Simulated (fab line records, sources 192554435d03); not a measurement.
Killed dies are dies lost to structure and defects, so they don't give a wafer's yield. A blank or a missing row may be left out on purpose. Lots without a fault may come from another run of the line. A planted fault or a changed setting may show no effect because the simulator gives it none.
Which tool did it? | flow n5_finfet | 11 lots, 29 wafers sampled, at 5 steps of a route of 1938

WHAT THE GAUGES READ, wafer by wafer
N5_BEOL_M3_RS_MEAS_58: measures by four-point-probe. Usual: M3_RS 0.69 ohm/sq, standard deviation 0.046.
lot  | measured     | on            | M3_RS (ohm/sq) | flag
L279 | day 7 20:35  | film_metro-02 | 0.77 0.67 0.65 |
L280 | day 8 07:31  | film_metro-02 | 0.72 0.74 0.70 |
L283 | day 8 11:59  | film_metro-02 | 0.69 0.65      |
L285 | day 9 06:36  | film_metro-02 | 0.72 0.69      |
L286 | day 9 09:50  | film_metro-02 | 0.69 0.68      |
L287 | day 10 05:30 | film_metro-02 | 0.66 0.74 0.68 |
L291 | day 10 18:20 | film_metro-01 | 0.60 0.60      |
L290 | day 10 23:48 | film_metro-02 | 0.72 0.66 0.70 |
L292 | day 11 08:26 | film_metro-02 | 0.78 0.69 0.66 |
L297 | day 12 12:02 | film_metro-01 | 0.65 0.65 0.64 |
L298 | day 12 20:59 | film_metro-02 | 0.69 0.71 0.63 |

N5_BEOL_M4_INSPECT_30: inspects for defects (brightfield). Usual: raw_defect_count 426, standard deviation 100.
lot  | measured     | on                | raw_defect_count | flag
L279 | day 7 23:24  | defect_inspect-02 | 504 382 306      |
L280 | day 8 09:43  | defect_inspect-02 | 755 648 582      |
L283 | day 8 14:22  | defect_inspect-01 | 349 382          |
L285 | day 9 08:13  | defect_inspect-01 | 308 354          |
L286 | day 9 12:32  | defect_inspect-02 | 462 349          |
L287 | day 10 09:07 | defect_inspect-01 | 461 292 359      |
L291 | day 10 20:40 | defect_inspect-02 | 381 471          |
L290 | day 11 02:55 | defect_inspect-01 | 361 356 333      |
L292 | day 11 11:48 | defect_inspect-01 | 267 372 294      |
L297 | day 12 14:04 | defect_inspect-01 | 514 756 579      |
L298 | day 12 23:40 | defect_inspect-01 | 385 546 455      |

N5_BEOL_M4_RC_MEAS_101. Usual: DIBL_N 35.8 mV/V, standard deviation 2.2; DIBL_P 35.3 mV/V, standard deviation 2.7; IOFF_N 0.16 nA/um, standard deviation 0.043; IOFF_P 0.21 nA/um, standard deviation 0.043; ION_N 676 uA/um, standard deviation 15; ION_P 463 uA/um, standard deviation 9.1; SS_N 71.4 mV/dec, standard deviation 0.77; SS_P 73.0 mV/dec, standard deviation 0.79; VT_N 250 mV, standard deviation 4; VT_P -249.8 mV, standard deviation 2.8.
lot  | measured     | on        | DIBL_N (mV/V)  | DIBL_P (mV/V)  | IOFF_N (nA/um) | IOFF_P (nA/um) | ION_N (uA/um) | ION_P (uA/um) | SS_N (mV/dec)  | SS_P (mV/dec)  | VT_N (mV)   | VT_P (mV)            | flag
L279 | day 8 08:11  | prober-02 | 37.7 40.3 35.7 | 39.0 41.7 37.3 | 0.19 0.25 0.17 | 0.24 0.30 0.22 | 689 708 694   | 474 481 478   | 70.9 71.5 70.7 | 72.4 73.9 72.3 | 242 240 244 | -246.0 -244.5 -247.6 |
L280 | day 8 17:34  | prober-01 | 33.6 35.9 35.9 | 32.6 34.8 34.9 | 0.11 0.14 0.14 | 0.16 0.20 0.20 | 674 674 691   | 460 461 472   | 70.4 71.5 71.7 | 72.6 72.8 73.2 | 254 252 251 | -251.9 -248.7 -249.1 |
L283 | day 9 05:28  | prober-02 | 35.9 38.0      | 35.7 37.9      | 0.13 0.19      | 0.19 0.22      | 645 697       | 447 470       | 71.4 71.5      | 73.9 74.1      | 255 246     | -252.4 -249.1        |
L285 | day 9 20:19  | prober-01 | 35.9 36.5      | 37.5 38.6      | 0.16 0.16      | 0.20 0.23      | 672 661       | 460 454       | 71.6 71.9      | 73.0 73.5      | 249 250     | -250.0 -248.3        |
L286 | day 9 21:51  | prober-02 | 32.4 36.9      | 32.2 36.6      | 0.11 0.18      | 0.17 0.23      | 673 680       | 463 460       | 70.6 72.2      | 72.5 73.7      | 253 248     | -250.5 -249.3        |
L287 | day 10 15:54 | prober-02 | 37.2 38.9 35.4 | 35.2 36.9 33.4 | 0.17 0.19 0.13 | 0.20 0.22 0.17 | 675 687 670   | 458 469 463   | 71.4 71.9 71.0 | 72.9 73.0 72.4 | 249 250 255 | -251.0 -249.8 -253.7 |
L291 | day 11 07:35 | prober-01 | 36.4 38.4      | 36.0 38.3      | 0.16 0.21      | 0.19 0.23      | 690 670       | 464 450       | 70.8 72.7      | 73.7 73.3      | 249 245     | -250.6 -248.7        |
L290 | day 11 11:06 | prober-01 | 36.1 35.0 38.0 | 37.7 34.5 38.7 | 0.16 0.13 0.19 | 0.24 0.19 0.27 | 691 675 686   | 475 465 470   | 71.5 71.2 72.1 | 73.4 72.5 73.5 | 248 253 249 | -245.8 -250.0 -247.0 |
L292 | day 11 22:40 | prober-01 | 40.6 32.5 39.4 | 39.8 31.5 38.9 | 0.27 0.11 0.24 | 0.30 0.16 0.28 | 704 668 703   | 478 460 475   | 72.7 70.4 71.9 | 75.1 72.3 74.9 | 240 253 244 | -246.0 -252.3 -246.3 |
L297 | day 13 05:27 | prober-02 | 34.2 33.0 39.0 | 33.5 34.1 40.5 | 0.12 0.13 0.24 | 0.18 0.19 0.30 | 666 670 702   | 460 469 486   | 70.2 70.6 71.8 | 72.3 72.6 74.1 | 255 249 244 | -250.9 -249.6 -244.9 |
L298 | day 13 06:09 | prober-01 | 33.9 36.2 34.3 | 34.6 37.2 35.1 | 0.12 0.16 0.13 | 0.18 0.22 0.19 | 672 685 685   | 462 471 471   | 71.1 72.0 70.7 | 72.8 73.3 72.5 | 251 247 251 | -249.1 -249.4 -250.4 |

WHICH TOOL RAN EACH LOT (tool, then ch and the chambers of the sampled wafers, then the start)
lot  | N5_BEOL_M4_HM_OPEN_17             | N5_BEOL_M4_COAT_76
L279 | rie_metal-01 ch 0,1, day 7 22:49  | litho_track-05 ch 0, day 7 23:02
L280 | rie_metal-03 ch 0,1, day 8 09:07  | litho_track-02 ch 0, day 8 09:21
L283 | rie_metal-01 ch 0,1, day 8 13:45  | litho_track-02 ch 0, day 8 13:59
L285 | rie_metal-01 ch 0,1, day 9 07:37  | litho_track-03 ch 0, day 9 07:50
L286 | rie_metal-01 ch 0,1, day 9 11:57  | litho_track-02 ch 0, day 9 12:10
L287 | rie_metal-03 ch 1, day 10 08:22   | litho_track-05 ch 0, day 10 08:37
L291 | rie_metal-01 ch 1, day 10 19:58   | litho_track-02 ch 0, day 10 20:11
L290 | rie_metal-03 ch 0,1, day 11 02:20 | litho_track-05 ch 0, day 11 02:32
L292 | rie_metal-01 ch 0, day 11 11:11   | litho_track-05 ch 0, day 11 11:26
L297 | rie_metal-01 ch 0,1, day 12 13:29 | litho_track-05 ch 0, day 12 13:43
L298 | rie_metal-01 ch 0,1, day 12 23:05 | litho_track-05 ch 0, day 12 23:19
- N5_BEOL_M4_HM_OPEN_17: chemistry Cl2/BCl3, target TiN, target depth 20 nm, overetch 6 nm.
- N5_BEOL_M4_COAT_76: time 60 s, resist thk 5 nm.

WHAT THE TOOLS THEMSELVES READ (means of the sampled wafers that have a number; where no wafer has one, the mark that the record gives instead)
N5_BEOL_M4_HM_OPEN_17. Usual: drypump_motor_current_A 5.4 A, standard deviation 0.62; oes_product_au 0.65 a.u., standard deviation 0.057; throttle_valve_pct 22.22 %, standard deviation 0.12.
lot  | tool         | drypump_motor_current_A (A) | oes_product_au (a.u.) | throttle_valve_pct (%) | flag
L279 | rie_metal-01 | 5.8                         | 0.64                  | 22.26                  |
L280 | rie_metal-03 | 5.1                         | 0.68                  | 22.24                  |
L283 | rie_metal-01 | 5.5                         | 0.65                  | 22.27                  |
L285 | rie_metal-01 | 5.5                         | 0.65                  | 22.24                  |
L286 | rie_metal-01 | 5.6                         | 0.65                  | 22.24                  |
L287 | rie_metal-03 | 4.9                         | 0.67                  | 22.33                  |
L291 | rie_metal-01 | 4.8                         | 0.68                  | 22.19                  |
L290 | rie_metal-03 | 5.1                         | 0.66                  | 22.27                  |
L292 | rie_metal-01 | 6.3                         | 0.59                  | 22.35                  |
L297 | rie_metal-01 | 5.3                         | 0.65                  | 22.23                  |
L298 | rie_metal-01 | 5.3                         | 0.65                  | 22.24                  |

N5_BEOL_M4_COAT_76. Usual: dispense_pressure_kPa 51.0 kPa, standard deviation 2.6; heater_power_total_W 391.7 W, standard deviation 1.3; spin_speed_rpm 1500.1 rpm, standard deviation 1.
lot  | tool           | dispense_pressure_kPa (kPa) | heater_power_total_W (W) | spin_speed_rpm (rpm) | flag
L279 | litho_track-05 | 53.3                        | 391.7                    | 1500.2               |
L280 | litho_track-02 | 47.8                        | 392.9                    | 1499.9               |
L283 | litho_track-02 | 47.8                        | 391.3                    | 1501.1               |
L285 | litho_track-03 | 50.2                        | 393.4                    | 1499.8               |
L286 | litho_track-02 | 47.8                        | 391.9                    | 1498.7               |
L287 | litho_track-05 | 53.3                        | 392.7                    | 1500.3               |
L291 | litho_track-02 | 47.8                        | 391.6                    | 1500.1               |
L290 | litho_track-05 | 53.3                        | 391.6                    | 1500.0               |
L292 | litho_track-05 | 53.3                        | 390.6                    | 1501.0               |
L297 | litho_track-05 | 53.3                        | 391.8                    | 1683.9               | OFF
L298 | litho_track-05 | 53.3                        | 391.1                    | 1683.3               | OFF

THE ANSWER, worked out from the rows above alone
Rule: a lot is off if the mean of its wafers that have a number lies more than 3 standard deviations from the usual mean. A lot without any number at a reading at which 4 lots or more have one is off too. The other lots that the step has rows for count as sound. The gauges are gone through in route order, then the tools' own readings, and for those a lot's mean is taken as printed above. The first step at which some lot is off is used, and at that step the reading that is off furthest; a lot without a number counts as furthest.
Off: L297, L298, at N5_BEOL_M4_COAT_76 (spin_speed_rpm).
A tool fits if, at that step or a process step before it, it ran every lot that is off, and no sound lot after the first of them. Can't be told from this: 2 tools fit, rie_metal-01 at N5_BEOL_M4_HM_OPEN_17, litho_track-05 at N5_BEOL_M4_COAT_76.

WHAT THE SIMULATOR HAD PUT IN
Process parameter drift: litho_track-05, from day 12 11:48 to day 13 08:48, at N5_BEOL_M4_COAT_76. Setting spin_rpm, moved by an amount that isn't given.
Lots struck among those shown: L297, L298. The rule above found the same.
